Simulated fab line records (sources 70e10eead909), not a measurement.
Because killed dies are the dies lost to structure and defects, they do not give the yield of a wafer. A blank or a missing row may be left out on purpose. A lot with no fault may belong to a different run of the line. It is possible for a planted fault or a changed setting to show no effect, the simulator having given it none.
A lot that was struck, set against a sound lot	flow nand_harc	19 out of 1302 route steps
Sound: these wafers, L391.1, L391.4, L391.5. Wafers L395.3, L395.4, L395.6 were the ones struck. At the end, the cause is stated.
Each step with rows lists, per side, the tool, then ch with its chambers, then its first start. Under that, the readings that differ: sound wafers	struck wafers	difference of the means	sigmas: that difference in standard deviations of wafers without a fault.
alike: readings whose means differ by less than 2 such deviations, and words and numbers that are the same on both sides. not compared: withheld readings, readings that some wafer has no value for, bounds like >300 that may hide the same value, and numbers for which the record gives no deviation and whose values overlap.
Wherever a step has rows on one side only, a row that says differs or no value, or a row with sigmas, the two part there. Numbers that don't overlap but have no deviation are shown without sigmas and don't part them. A reading that every wafer of one side lacks parts them only if that side has two wafers or more.

NHARC_P_GATE_CD_MEAS_59: the cd target is 720 nm.
  sound on cd_sem-01 ch 0, day 9 02:47; struck on cd_sem-02 ch 0, day 10 22:05
  alike: cd_nm
then, 1 step without rows for these wafers: NHARC_P_GATE_HARDBAKE_60 (time 80 s).
NHARC_P_GATE_DESCUM_61: chemistry O2, time 3 s.
  sound on rie_diel-04 ch 0,2, day 9 02:56; struck on rie_diel-08 ch 1,2,3, day 10 22:14
  alike: drypump_motor_current_A, mfc_ar_sccm, oes_product_au, rf_vpp_V, showerhead_plenum_p_Torr, throttle_valve_pct
  not compared: rf_hours_counter_h
then, 1 step without rows for these wafers: NHARC_P_GATE_IMPLANT_62.
NHARC_P_GATE_STRIP_112: strips in N2/H2, time 200 s.
  sound on plasma_asher-02 ch 0,1, day 9 03:19; struck on plasma_asher-02 ch 0,1, day 10 22:41
  alike: drypump_motor_current_A, heater_power_w
  not compared: rf_hours_counter_h
NHARC_P_GATE_STRIP_76: strips in O2.
  sound on plasma_asher-02 ch 0,1, day 9 03:34; struck on plasma_asher-02 ch 0,1, day 10 22:53
  alike: drypump_motor_current_A, heater_power_w
  not compared: rf_hours_counter_h
then, 6 steps without rows for these wafers: NHARC_P_GATE_STRIP_63 (strips in SPM, time 900 s); NHARC_P_GATE_DEHYDRATE_83 (time 120 s); NHARC_P_GATE_HMDS_84 (time 30 s); NHARC_P_GATE_COAT_85; NHARC_P_GATE_SOFTBAKE_86 (time 95 s); NHARC_P_GATE_EBR_87.
NHARC_P_GATE_EXPOSE_88: exposes mask P HVN, target cd 2000 nm.
  sound on krf_scanner-01 ch 0, day 9 04:12; struck on krf_scanner-01 ch 0, day 10 23:38
reading	sound	struck	difference	sigmas
mask	P_HVN#0 P_HVN#0 P_HVN#0	P_HVN_R1#0 P_HVN_R1#0 P_HVN_R1#0	differs	
then, 2 steps without rows for these wafers: NHARC_P_GATE_PEB_89 (peb time 85 s); NHARC_P_GATE_DEVELOP_90 (time 70 s).
NHARC_P_GATE_CD_MEAS_91: the cd target is 2000 nm.
  sound on cd_sem-01 ch 0, day 9 04:22; struck on cd_sem-02 ch 0, day 10 23:47
reading	sound	struck	difference	sigmas
cd_nm (nm)	2001.2 2001.2 2001.8	1980.7 1983.4 1983.6	-18.8	-10
then, 1 step without rows for these wafers: NHARC_P_GATE_HARDBAKE_92 (time 80 s).
NHARC_P_GATE_DESCUM_93: chemistry O2, time 3 s.
  sound on rie_diel-01 ch 0,2,3, day 9 04:32; struck on rie_diel-08 ch 1,2,3, day 10 23:57
reading	sound	struck	difference	sigmas
model.P_GATE.cd_nm (nm)	2001 2001 2002	1982 1984 1984	-18	
  alike: drypump_motor_current_A, mfc_ar_sccm, oes_product_au, rf_vpp_V, showerhead_plenum_p_Torr, throttle_valve_pct
  not compared: rf_hours_counter_h
then, 1 step without rows for these wafers: NHARC_P_GATE_IMPLANT_94.

WHERE THEY PART
Earliest at NHARC_P_GATE_EXPOSE_88; latest, in this record, at NHARC_P_GATE_CD_MEAS_91. Later steps at which nothing parts them and some readings are alike: NHARC_P_GATE_DESCUM_93.

WHY: what had been put in by the simulator
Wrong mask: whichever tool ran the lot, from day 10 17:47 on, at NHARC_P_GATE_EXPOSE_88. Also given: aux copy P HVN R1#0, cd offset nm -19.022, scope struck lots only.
